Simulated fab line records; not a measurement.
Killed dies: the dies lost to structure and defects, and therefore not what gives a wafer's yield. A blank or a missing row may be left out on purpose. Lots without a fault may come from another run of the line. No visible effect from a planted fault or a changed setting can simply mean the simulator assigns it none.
The tool behind it: which one? ; flow n5 finfet ; 12 lots, 36 wafers sampled, at 3 steps of a route of 1938

WHAT EACH GAUGE READ, for each wafer
N5_BEOL_M2_CD_MEAS_28: target cd 26.2 nm, target cd y 24.1 nm.
lot;measured;on;cd nm (nm)
L076;day 8 00:39;cd sem-02;26.40 26.12 25.89
L077;day 8 05:11;cd sem-03;26.19 26.68 26.07
L080;day 8 21:08;cd sem-03;25.84 26.16 25.89
L082;day 9 06:15;cd sem-01;26.18 25.79 26.17
L084;day 9 14:40;cd sem-01;26.30 26.25 26.05
L086;day 10 05:15;cd sem-02;26.10 25.99 26.15
L088;day 10 14:50;cd sem-02;26.22 26.02 26.52
L090;day 10 23:53;cd sem-03;26.00 26.32 26.19
L092;day 11 10:35;cd sem-01;26.14 26.33 26.30
L095;day 12 06:50;cd sem-03;25.90 26.17 26.18
L097;day 12 12:58;cd sem-01;26.30 26.26 26.01
L094;day 13 00:47;cd sem-03;25.79 26.01 26.28

EACH LOT AND THE TOOL THAT RAN IT (in order: tool; ch and the chambers of the sampled wafers; start)
lot;N5_BEOL_M2_ETCH_63;N5_BEOL_M2_HM_OPEN_17
L076;rie diel-02 ch 0,3, day 7 23:53;rie metal-01 ch 0, day 8 00:05
L077;rie diel-02 ch 0,1,2, day 8 04:24;rie metal-02 ch 1, day 8 04:36
L080;rie diel-02 ch 0,1,2, day 8 20:19;rie metal-02 ch 0,1, day 8 20:31
L082;rie diel-02 ch 0,1,2, day 9 05:20;rie metal-02 ch 0,1, day 9 05:34
L084;rie diel-04 ch 2,3, day 9 13:58;rie metal-01 ch 0,1, day 9 14:11
L086;rie diel-04 ch 0,3, day 10 04:25;rie metal-03 ch 1, day 10 04:37
L088;rie diel-04 ch 0,1,3, day 10 13:58;rie metal-01 ch 0,1, day 10 14:12
L090;rie diel-02 ch 0,1,2, day 10 23:03;rie metal-02 ch 0,1, day 10 23:15
L092;rie diel-05 ch 0,1,2, day 11 09:53;rie metal-03 ch 0,1, day 11 10:05
L095;rie diel-04 ch 0,1,3, day 12 06:08;rie metal-02 ch 0,1, day 12 06:20
L097;rie diel-05 ch 0,1,2, day 12 12:16;rie metal-01 ch 0,1, day 12 12:28
L094;rie diel-02 ch 0,1,2, day 12 23:58;rie metal-02 ch 0,1, day 13 00:10
- N5_BEOL_M2_ETCH_63: etches SiARC in CF4, target depth 15.6 nm, time 26 s.
- N5_BEOL_M2_HM_OPEN_17: chemistry Cl2/BCl3, target TiN, target depth 20 nm, overetch 6 nm.

THE ANSWER, worked out from the rows above alone
Rule: usual is defined by the lots themselves. Put in order of their means at a reading, lots are off if they are a third of the lots or fewer, leave a main group of 4 or more, and stand apart from it by a gap of 3 or more times the standard deviation of the main group's means; of several such gaps the widest counts. Not used: any main group whose means are identical at the precision the tables above print for the reading. A lot without any number at a reading at which 4 lots or more have one is off too. Any other lot the step has rows for is counted as sound.
None of the lots is off at any reading shown; this tells nothing.

WHAT THE SIMULATOR HAD INSERTED
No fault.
